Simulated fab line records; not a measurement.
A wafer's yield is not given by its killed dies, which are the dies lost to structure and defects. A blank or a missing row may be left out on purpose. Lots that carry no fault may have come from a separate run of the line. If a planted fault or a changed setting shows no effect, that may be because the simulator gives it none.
Split-lot trial | flow n5 finfet | route with 1938 steps; 7 lots, 39 wafers read

== SPLIT DETAILS ==
At N5_HKMG_FIN_ETCH_58 (etches SOC in N2/H2, target depth 215.8 nm, time 741 s), the setting source w was moved away from the recipe's 875 W on 12 of the 39 wafers read, by -14.7% to +10.6%. This setting was run at the recipe's value on the other wafers.

The split's own step is where the reading is taken.

== THE READING ==
rf vpp V, in V, at N5_HKMG_FIN_ETCH_58 (etches SOC in N2/H2, target depth 215.8 nm, time 741 s). Fault-free wafers of this fab line usually give 99.1 V, standard deviation 0.92 V.

wafer  | tool, chamber at the split | source w as run, W | against the recipe | rf vpp V, V | against lot-mates on the recipe
L075.1 | rie diel-06, 1             | 746.7              | -14.7%             | 104.2       | +4.8
L075.2 | rie diel-06, 3             | 746.7              | -14.7%             | 106.4       | +7.0
L075.3 | rie diel-06, 0             | 875                | recipe             | 100.6       | -
L075.4 | rie diel-06, 2             | 875                | recipe             | 99.1        | -
L075.5 | rie diel-06, 3             | 875                | recipe             | 98.6        | -
L075.6 | rie diel-06, 2             | 746.7              | -14.7%             | 105.4       | +6.0
L079.1 | rie diel-01, 0             | 875                | recipe             | 98.3        | -
L079.2 | rie diel-01, 3             | 757                | -13.5%             | 103.8       | +5.7
L079.3 | rie diel-01, 1             | 757                | -13.5%             | 103.9       | +5.8
L079.4 | rie diel-01, 2             | 875                | recipe             | 98.3        | -
L079.5 | rie diel-01, 1             | 757                | -13.5%             | 103.8       | +5.7
L079.6 | rie diel-01, 0             | 875                | recipe             | 97.6        | -
L080.1 | rie diel-06, 3             | 875                | recipe             | 98.7        | -
L080.2 | rie diel-06, 2             | 875                | recipe             | 98.2        | -
L080.3 | rie diel-06, 1             | 875                | recipe             | 101.6       | -
L080.4 | rie diel-06, 0             | 875                | recipe             | 99.3        | -
L080.5 | rie diel-06, 1             | 875                | recipe             | 100.5       | -
L080.6 | rie diel-06, 0             | 875                | recipe             | 100.2       | -
L083.1 | rie diel-05, 2             | 967.6              | +10.6%             | 95.3        | -4.7
L083.2 | rie diel-05, 3             | 875                | recipe             | 100.5       | -
L083.3 | rie diel-05, 2             | 967.6              | +10.6%             | 95.6        | -4.4
L083.4 | rie diel-05, 3             | 875                | recipe             | 98.7        | -
L083.5 | rie diel-05, 2             | 967.6              | +10.6%             | 95.2        | -4.8
L083.6 | rie diel-05, 3             | 875                | recipe             | 100.7       | -
L090.2 | rie diel-01, 2             | 875                | recipe             | 97.3        | -
L090.3 | rie diel-01, 0             | 875                | recipe             | 99.1        | -
L090.4 | rie diel-01, 1             | 875                | recipe             | 99.1        | -
L093.1 | rie diel-05, 0             | 959.2              | +9.6%              | 94.7        | -4.8
L093.2 | rie diel-05, 3             | 875                | recipe             | 99.7        | -
L093.3 | rie diel-05, 2             | 959.2              | +9.6%              | 96.2        | -3.3
L093.4 | rie diel-05, 1             | 959.2              | +9.6%              | 96.5        | -3.0
L093.5 | rie diel-05, 2             | 875                | recipe             | 99.6        | -
L093.6 | rie diel-05, 1             | 875                | recipe             | 99.3        | -
L096.1 | rie diel-06, 0             | 875                | recipe             | 99.6        | -
L096.2 | rie diel-06, 3             | 875                | recipe             | 99.6        | -
L096.3 | rie diel-06, 1             | 875                | recipe             | 99.0        | -
L096.4 | rie diel-06, 2             | 875                | recipe             | 99.2        | -
L096.5 | rie diel-06, 3             | 875                | recipe             | 100.3       | -
L096.6 | rie diel-06, 2             | 875                | recipe             | 98.0        | -

THE FIT
A straight line over all 39 wafers: rf vpp V changes by -0.374 V for each +1% of source w; r = -0.94; the points scatter about the line by 0.95 V.
The same after taking each lot's own level away (the mean of its wafers on the recipe; 39 wafers): -0.414 V for each +1%; r = -0.96; scatter 0.79 V.
Per that fit: largest source w move, reading shift of 6.1 V.
Across the lots, their own levels run from 98.07 to 99.97 V, a range of 2.1 times the standard deviation given above.
Consequently the slope shifts little with the lot-to-lot level, the two slopes agreeing.
Check: with one of the wafers moved furthest among these (-14.7%) left out of the fit, the line predicts +6.28 V for it against its lot-mates. It came out at +4.77 V against them.
Tool readings at the split's step, against how far the setting was moved: rf vpp V r = -0.94.

== FURTHER SPLITS ON THESE WAFERS ==
Before the reading, these wafers also passed through other splits. Each is held against what the fit with the lots' levels taken away leaves over:
other split on the same wafers       | wafers away from the commonest value | r with rf vpp V (lot level and that fit taken away)
N5_ZERO_LAYER_PECVD_02 target thk a  | 9                                    | +0.02
N5_DUMMY_GATE_ETCH_31 target depth a | 18                                   | -0.37

== THE WHOLE CHAIN: every reading that the file lists as answering this split, in the file's order ==
step                | what it does                                           | reading                                                                         | change (the file's fit)              | r (the file's)
N5_HKMG_FIN_ETCH_58 | etches SOC in N2/H2, target depth 215.8 nm, time 741 s | rf vpp V                                                                        | -0.413 V for each +1% of the setting | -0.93
N5_HKMG_FIN_ETCH_58 | etches SOC in N2/H2, target depth 215.8 nm, time 741 s | SOC_of_HKMG_FIN_COAT_41.thk nm (the simulator's own value, which no gauge read) | -1.97 nm for each +1% of the setting | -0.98
N5_HKMG_FIN_ETCH_58 | etches SOC in N2/H2, target depth 215.8 nm, time 741 s | etch.depth nm (the simulator's own value, which no gauge read)                  | +1.95 nm for each +1% of the setting | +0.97
N5_HKMG_FIN_ETCH_58 | etches SOC in N2/H2, target depth 215.8 nm, time 741 s | HKMG_FIN.feature depth nm (the simulator's own value, which no gauge read)      | +1.95 nm for each +1% of the setting | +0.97

== FILE'S OWN FIT ==
rf vpp V changes by -0.413 V for each +1% of source w, r = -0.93.
